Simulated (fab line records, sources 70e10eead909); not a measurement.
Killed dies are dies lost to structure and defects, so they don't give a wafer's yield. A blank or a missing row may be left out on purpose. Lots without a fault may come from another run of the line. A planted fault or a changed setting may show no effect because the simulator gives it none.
fab line records | flow nand_harc
record lots=11 wafers=33 last_day=34
route steps=1302 shown A_STAIRCASE@835 END@1302
lots that met no fault: from a run of the same line without faults
start_h: hours from the record's first day to the start of the lot's first wafer shown | wait_h: hours since the lot's step before | " the same as in the row above | L1.1+2: a row that stands for several wafers | - no value, or no start given | * or withheld: withheld | < > ~ a bound
route shown NAME@n: a module of which the file shows steps, and the number in the route of the first | usual: mean/standard deviation of fault-free wafers | same: alike in all rows | chamber/n: place in a boat | sites: the reading at each site | _std_site: their standard deviation | _edge_site: outer sites' mean less inner sites' | radius_mm: how far each site lies from the wafer's centre | mask NAME#n: copy n | behind: the tool/chamber that last shaped the wafer | hold: why the lot was held/for how many hours/how that ended | device: the transistor (n, p or np) that didn't switch | end of line: the same wafers' tests at the end of the route | a step without rows: its recipe alone | killed: dies lost to structure and defects at the first sort, not the wafer's yield | map: a wafer's dies, x killed, . not, _ none there
set.NAME: the setting as run; set.NAME@STEP: as run at that earlier step | model.NAME: the simulator's own value behind a step, which no gauge read
steps of the route over a sample of lots; a table a step, a row a wafer
services: from which hour (start_h, from the record's first day; less than 0 if before it) a tool's chamber was out of use, for how many hours, and why
## steps
# step NHARC_A_STAIRCASE_ETCH_315
# recipe target_depth_a=25000 time_s=607.1 ion_energy_ev=800 c4f8_flow_sccm=80 o2_flow_sccm=60 ar_flow_sccm=withheld rf_w=600 bias_w=3000 chemistry=C4F8/O2/Ar
# usual oes_product_au=0.932/0.0089 rf_vpp_V=1826/12
# columns lot.wafer tool chamber start_h wait_h oes_product_au rf_hours_counter_h rf_vpp_V
L883.2 rie_diel-11 3 - - 0.931 37 1838
L883.3 " 0 " " 0.918 32 1810
L883.5 " 3 " " 0.929 - 1837
L884.4 rie_diel-02 1 - - 0.943 1 1843
L884.1 " 2 " " 0.947 1 1820
L884.2 " 3 " " 0.941 1 1833
L885.4 rie_diel-04 3 - - 0.931 16 1821
L885.5 " 0 " " 0.935 - 1835
L885.6 " 1 " " 0.911 - 1834
L888.1 rie_diel-11 1 - - 0.938 49 1818
L888.3 " 3 " " 0.943 56 1836
L888.5 " 1 " " 0.941 - 1816
L890.1 rie_diel-02 2 - - 0.919 23 1818
L890.4 " 0 " " 0.927 16 1810
L890.6 " 1 " " 0.926 - 1843
L893.2 rie_diel-11 0 - - 0.933 16 1810
L893.6 " 2 " " 0.938 - 1846
L893.4 " 0 " " 0.932 - 1810
L895.1 rie_diel-04 3 - - 0.927 46 1819
L895.3 " 0 " " 0.940 44 1835
L895.5 " 0 " " 0.931 - 1836
L896.2 rie_diel-11 0 - - 0.932 24 1810
L896.1 " 2 " " 0.917 17 1848
L896.5 " 0 " " 0.944 - 1808
L904.1 rie_diel-11 3 - - 0.937 46 1833
L904.3 " 0 " " 0.938 53 1809
L904.2 " 2 " " 0.929 39 1847
L905.2 rie_diel-04 1 - - 0.931 33 1831
L905.5 " 1 " " 0.935 - 1831
L905.6 " 2 " " 0.919 - 1829
L906.2 rie_diel-02 1 - - 0.925 17 1840
L906.3 " 2 " " 0.935 15 1817
L906.6 " 0 " " 0.932 - 1807
# step NHARC_A_STAIRCASE_DESCUM_443
# recipe time_s=3 o2_flow_sccm=200 ar_flow_sccm=0 bias_power_w=0 chemistry=O2
# usual drypump_motor_current_A=5.64/0.29 o2_flow_sccm=200.0/0.57 oes_product_au=1.003/0.0068 rf_vpp_V=57.8/0.94 showerhead_plenum_p_Torr=1.91/0.091 throttle_valve_pct=11.311/0.0078
# columns lot.wafer tool chamber start_h wait_h drypump_motor_current_A o2_flow_sccm oes_product_au rf_hours_counter_h rf_vpp_V showerhead_plenum_p_Torr throttle_valve_pct
L883.2 rie_diel-02 1 431.64 - 5.77 199.6 1.009 7 56.8 2.04 11.304
L883.3 " 3 " " 5.25 200.0 0.999 8 57.0 1.95 11.306
L883.5 " 1 " " 5.76 199.8 1.009 - 57.5 2.04 11.313
L884.2 rie_diel-11 3 448.48 - 5.72 200.3 1.010 0 58.4 1.99 11.320
L884.1 " 0 " " 5.34 200.6 1.000 0 57.0 1.79 11.311
L884.4 " 1 " " 5.76 200.2 1.013 0 58.0 1.84 11.306
L885.4 rie_diel-02 1 449.10 - 5.80 199.5 0.997 14 57.9 2.04 11.320
L885.5 " 1 " " 5.78 199.7 1.004 - 57.9 2.04 11.316
L885.6 " 2 " " 6.01 199.9 0.998 - 55.4 1.85 11.316
L888.1 rie_diel-04 0 466.66 - 5.63 199.9 1.000 33 57.6 1.98 11.311
L888.3 " 2 " " 5.93 199.7 0.993 31 58.0 1.95 11.301
L888.5 " 1 " " 5.69 201.1 0.999 - 57.2 1.96 11.311
L890.1 rie_diel-02 0 494.39 - 5.56 200.5 1.006 28 56.5 1.78 11.312
L890.4 " 1 " " 5.75 199.7 0.997 33 58.5 2.03 11.316
L890.6 " 2 " " 6.03 200.8 0.993 - 57.8 1.84 11.296
L893.2 rie_diel-02 2 526.75 - 6.02 199.6 1.021 43 56.9 1.84 11.317
L893.4 " 3 " " 5.22 200.0 0.999 38 57.2 1.94 11.308
L893.6 " 2 " " 6.03 200.1 0.999 - 58.5 1.84 11.315
L895.3 rie_diel-02 1 537.48 - 5.78 199.8 0.988 45 58.6 2.03 11.316
L895.1 " 2 " " 6.02 200.3 0.997 48 56.6 1.84 11.324
L895.5 " 1 " " 5.80 199.5 0.995 - 57.9 2.03 11.310
L896.2 rie_diel-04 3 547.61 - 4.98 199.5 1.009 1 56.8 1.86 11.293
L896.1 " 1 " " 5.70 199.1 1.010 1 58.0 1.95 11.323
L896.5 " 3 " " 4.98 199.3 1.010 - 55.9 1.86 11.308
L904.1 rie_diel-04 1 617.71 - 5.70 200.2 0.997 27 57.4 1.95 11.298
L904.2 " 2 " " 5.95 200.3 0.994 24 58.2 1.93 11.309
L904.3 " 3 " " 4.96 199.7 1.015 25 56.9 1.85 11.314
L906.2 rie_diel-02 3 662.38 - 5.24 200.2 1.000 25 59.3 1.93 11.286
L906.3 " 2 " " 6.01 200.6 1.003 26 57.0 1.83 11.308
L906.6 " 3 " " 5.24 200.6 0.994 - 58.3 1.93 11.303
L905.2 rie_diel-04 3 662.79 - 4.99 199.4 1.019 42 56.8 1.85 11.317
L905.5 " 1 " " 5.69 200.1 1.006 - 58.2 1.94 11.321
L905.6 " 2 " " 5.96 199.6 0.998 - 55.6 1.93 11.308
# step NHARC_A_STAIRCASE_ETCHBACK_422
# recipe target_depth_a=400 over_etch_frac=0.3 time_s=74.286 ion_energy_ev=120 ch3f_flow_sccm=50 o2_flow_sccm=30 ar_flow_sccm=200 rf_w=500 bias_w=100 chemistry=CH3F/O2
# usual bias_w=100.0/0.31 ch3f_flow_sccm=50.01/0.15 drypump_motor_current_A=5.6/0.32 o2_flow_sccm=29.98/0.091 oes_product_au=0.97/0.037 rf_vpp_V=244.4/1.6 showerhead_plenum_p_Torr=2.47/0.11 throttle_valve_pct=20.661/0.0093
# columns lot.wafer tool chamber start_h wait_h bias_w ch3f_flow_sccm drypump_motor_current_A o2_flow_sccm oes_product_au rf_hours_counter_h rf_vpp_V showerhead_plenum_p_Torr throttle_valve_pct
L883.2 rie_diel-02 1 437.43 0.1 100.7 50.36 5.8 30.09 0.99 11 245.1 2.61 20.657
L883.3 " 2 " " 100.1 50.07 6.0 30.13 1.00 12 244.0 2.38 20.668
L883.5 " 2 " " 100.1 50.19 6.0 30.00 1.00 - 243.0 2.38 20.647
L884.4 rie_diel-04 2 454.27 0.1 100.3 50.15 6.0 29.80 0.94 28 245.3 2.50 20.658
L884.1 " 3 " " 99.9 49.92 5.0 30.00 0.92 27 242.5 2.41 20.654
L884.2 " 1 " " 100.2 49.86 5.7 29.98 0.92 29 246.5 2.52 20.661
L885.4 rie_diel-02 2 458.42 0.1 100.4 49.84 6.0 29.92 1.00 24 242.5 2.38 20.651
L885.6 " 2 " " 100.0 49.95 6.0 29.91 1.01 - 242.9 2.38 20.666
L885.5 " 3 " " 99.8 50.08 5.2 29.85 1.00 - 245.0 2.50 20.646
L888.3 rie_diel-04 2 472.49 0.1 100.2 50.27 6.0 30.19 1.00 36 245.9 2.50 20.681
L888.1 " 0 " " 100.3 50.06 5.6 29.93 1.00 35 245.2 2.54 20.667
L888.5 " 2 " " 99.4 49.98 6.0 30.07 0.99 - 244.2 2.50 20.645
L890.1 rie_diel-11 3 500.81 0.1 99.8 49.75 5.7 30.15 1.02 19 244.8 2.54 20.666
L890.4 " 3 " " 100.0 49.84 5.7 30.08 1.02 - 246.9 2.54 20.660
L890.6 " 0 " " 100.2 49.90 5.3 29.93 1.00 - 243.1 2.29 20.660
L893.2 rie_diel-02 2 532.54 0.1 100.0 49.99 6.0 30.02 0.99 47 242.3 2.37 20.656
L893.4 " 2 " " 100.0 50.06 6.0 29.94 1.02 - 243.9 2.37 20.693
L893.6 " 2 " " 99.4 50.09 6.0 30.09 1.01 - 243.2 2.37 20.651
L895.1 rie_diel-02 3 544.20 0.1 - - - - - - - - -
L895.3 " 1 " " - - - - - - - - -
L895.5 " 3 " " - - - - - - - - -
L896.2 rie_diel-11 0 553.49 0.1 - - - - - - - - -
L896.1 " 3 " " - - - - - - - - -
L896.5 " 1 " " - - - - - - - - -
L904.3 rie_diel-11 3 623.70 0.1 100.4 50.13 5.7 29.90 0.99 1 243.4 2.52 20.661
L904.2 " 0 " " 100.7 49.72 5.3 30.02 1.00 1 248.2 2.66 20.661
L904.1 " 1 " " 99.8 50.13 5.8 30.09 1.00 0 244.8 2.35 20.662
L906.2 rie_diel-11 2 668.27 0.1 99.9 49.91 5.8 30.00 1.00 13 246.3 2.63 20.651
L906.3 " 3 " " 100.1 49.95 5.7 29.88 1.01 15 244.7 2.52 20.637
L906.6 " 0 " " 100.2 49.92 5.3 29.96 0.99 - 248.0 2.66 20.650
L905.2 rie_diel-02 0 668.67 0.2 100.4 49.99 5.6 30.08 0.93 28 240.6 2.27 20.659
L905.5 " 1 " " 99.5 50.20 5.8 29.93 0.93 - 245.2 2.58 20.663
L905.6 " 2 " " 99.2 50.35 6.0 30.03 0.92 - 242.5 2.35 20.655
# step NHARC_A_STAIRCASE_CMP_472
# recipe material=SiO2
# usual motor_current_A=11.2/1.1 retaining_ring_pressure_frac=1.000/0.0052
# columns lot.wafer tool chamber start_h wait_h motor_current_A retaining_ring_pressure_frac
L883.3 cmp-03 3 438.85 0.2 11.4 1.004
L883.2 " 0 " " 11.7 1.000
L883.5 " 3 " " 11.8 0.997
L884.4 cmp-02 1 455.17 0.1 10.2 0.994
L884.2 " 2 " " 11.7 0.998
L884.1 " 3 " " 9.6 1.002
L885.4 cmp-02 3 459.42 0.2 10.1 0.994
L885.5 " 0 " " 13.1 0.997
L885.6 " 1 " " 9.6 0.999
L888.3 cmp-02 2 473.52 0.2 11.2 0.998
L888.1 " 0 " " 13.5 0.993
L888.5 " 2 " " 10.9 0.997
L890.4 cmp-04 3 501.75 0.2 10.3 0.991
L890.1 " 0 " " 11.7 0.997
L890.6 " 3 " " 10.5 0.994
L893.2 cmp-02 2 533.67 0.2 11.7 0.999
L893.4 " 3 " " 9.7 0.998
L893.6 " 2 " " 11.3 1.005
L895.3 cmp-03 3 545.29 0.2 11.3 1.001
L895.1 " 0 " " 11.7 1.003
L895.5 " 2 " " 9.7 1.004
L896.1 cmp-04 2 554.45 0.3 10.5 1.006
L896.2 " 3 " " 10.3 0.996
L896.5 " 1 " " 11.2 1.001
L904.1 cmp-03 0 624.70 0.2 12.2 0.994
L904.3 " 2 " " 10.5 0.999
L904.2 " 3 " " 12.3 1.005
L906.3 cmp-03 3 669.16 0.2 12.2 1.001
L906.2 " 2 " " 10.0 1.005
L906.6 " 3 " " 11.9 1.000
L905.2 cmp-02 3 669.60 0.3 9.7 1.004
L905.5 " 1 " " 9.1 0.999
L905.6 " 2 " " 11.3 0.998
# step NHARC_END_SORT_01
# recipe temp_c=25
# usual killed_at_array=62/16 killed_at_other=0.8/1.1 killed_at_periphery=4/3.2 killed_dies=67/16 killed_open=3.5/1.9 killed_short=2.1/1.5
# same gross_dies=677
# columns lot.wafer tool chamber start_h wait_h killed_at_array killed_at_other killed_at_periphery killed_dies killed_open killed_short
L895.1 prober-02 0 672.22 2.5 674 1 2 677 4 0
L895.3 prober-02 0 673.82 3.1 673 2 2 677 5 4
L895.5 prober-02 0 675.42 3.7 671 2 4 677 3 1
L896.1 prober-02 0 682.39 2.5 665 0 12 677 5 2
L896.2 prober-02 0 683.19 2.8 676 0 1 677 4 1
L896.5 prober-02 0 685.56 3.7 671 0 6 677 2 0
# killed by level:class
L895.1 A_STAIRCASE:area_etchback=603 A_SLIT:chamber_film_flake=34 A_CHANNEL_HOLE_D2:chamber_film_flake=19 A_CHANNEL_HOLE_D1:chamber_film_flake=7 A_BONDPAD:chamber_film_flake=3 A_ONON_D2:geometric_particle:open=2 A_CONTACT:chamber_film_flake=2 A_DECK1_JOINT:geometric_particle:open=1
L895.3 A_STAIRCASE:area_etchback=601 A_SLIT:chamber_film_flake=32 A_CHANNEL_HOLE_D2:chamber_film_flake=28 A_SOURCE_PLATE:geometric_particle:open=2 A_DECK1_JOINT:chamber_film_flake=2 P_CONTACT:geometric_particle:open=1 P_M0:geometric_particle:open=1 A_CHANNEL_FILL_D1:geometric_particle:short=1
L895.5 A_STAIRCASE:area_etchback=603 A_SLIT:chamber_film_flake=35 A_CHANNEL_HOLE_D2:chamber_film_flake=20 A_CHANNEL_HOLE_D1:chamber_film_flake=7 THIN_TSV:chamber_film_flake=2 P_CONTACT:geometric_particle:short=1 P_M1:geometric_particle:open=1 A_ONON_D2:geometric_particle:open=1
L896.1 A_STAIRCASE:area_etchback=619 A_CHANNEL_HOLE_D1:chamber_film_flake=32 P_GATE:chamber_film_flake=7 A_WL_FILL:chamber_film_flake=3 A_CONTACT:chamber_film_flake=3 P_M2:chamber_film_flake=2 A_SLIT:chamber_film_flake=2 P_CONTACT:geometric_particle:open=1
L896.2 A_STAIRCASE:area_etchback=618 A_CHANNEL_HOLE_D1:chamber_film_flake=39 A_CONTACT:chamber_film_flake=7 A_SLIT:chamber_film_flake=5 A_CHANNEL_FILL_D1:geometric_particle:open=3 A_CHANNEL_HOLE_D2:geometric_particle:short=1 A_BLC:geometric_particle:open=1 P_GATE:chamber_film_flake=1
L896.5 A_STAIRCASE:area_etchback=625 A_CHANNEL_HOLE_D1:chamber_film_flake=33 A_CONTACT:chamber_film_flake=5 A_SLIT:chamber_film_flake=3 P_GATE:chamber_film_flake=2 P_M2:chamber_film_flake=2 A_STAIRCASE:chamber_film_flake=2 P_GATE:geometric_particle:open=1
## services
# columns tool chamber start_h hours kind
cmp-02 - 364.08 1.4 repair
rie_diel-02 - 393.85 9.0 pm
cmp-02 - 410.76 13.3 repair
cmp-02 - 428.73 4.0 pm
rie_diel-11 - 435.05 9.0 pm
rie_diel-11 3 472.03 2.5 repair
rie_diel-11 2 475.80 1.7 repair
rie_diel-11 1 479.93 1.9 repair
rie_diel-11 2 499.34 4.3 repair
cmp-02 - 526.73 4.0 pm
rie_diel-02 0 528.43 4.4 repair
rie_diel-04 - 531.90 9.0 pm
cmp-02 - 537.07 0.8 repair
rie_diel-02 0 548.83 3.4 repair
rie_diel-02 - 573.09 9.0 pm
rie_diel-11 1 593.13 14.8 repair
rie_diel-11 - 612.05 9.0 pm
cmp-02 - 615.40 1.0 repair
cmp-02 - 624.73 4.0 pm
rie_diel-11 3 632.52 1.7 repair
cmp-02 - 632.70 6.1 repair
rie_diel-02 3 644.39 1.7 repair
cmp-02 - 658.10 1.3 repair
cmp-02 - 667.35 1.7 repair
## key
first_sign step=NHARC_A_STAIRCASE_ETCHBACK_422 reading=tool_record direction=missing
effect step=NHARC_END_SORT_01 reading=killed_at_array direction=up sigmas=37 usual=62 struck=672
more_kills_born_at NHARC_A_STAIRCASE_ETCHBACK_422@rie_diel-11=1862 NHARC_A_STAIRCASE_ETCHBACK_422@rie_diel-02=1807
met_at NHARC_A_STAIRCASE_ETCHBACK_422
struck_lots L895,L896
later_rows_left_out L895.1,L895.3,L895.5,L896.1,L896.2,L896.5
tester_left_out L895,L896
not_acting_at NHARC_A_STAIRCASE_ETCH_315,NHARC_A_STAIRCASE_DESCUM_443,NHARC_A_STAIRCASE_CMP_472
onset_between 532.54 544.20
fault kind=skipped_step_whole tool=rie_diel-02,rie_diel-11 chamber=- onset_h=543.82 steps=NHARC_A_STAIRCASE_ETCHBACK_422 scope=struck_lots_only
# tester_left_out: of these lots the tester's yield and bins aren't shown, on N5 and GAA mostly nor the transistor test; their killed dies are dies lost to structure and defects alone, not to doping, threshold or leakage, so they don't give the yield
# later_rows_left_out: the simulator's readings of these wafers behind a module that went badly wrong aren't trusted and aren't shown, but for the sort
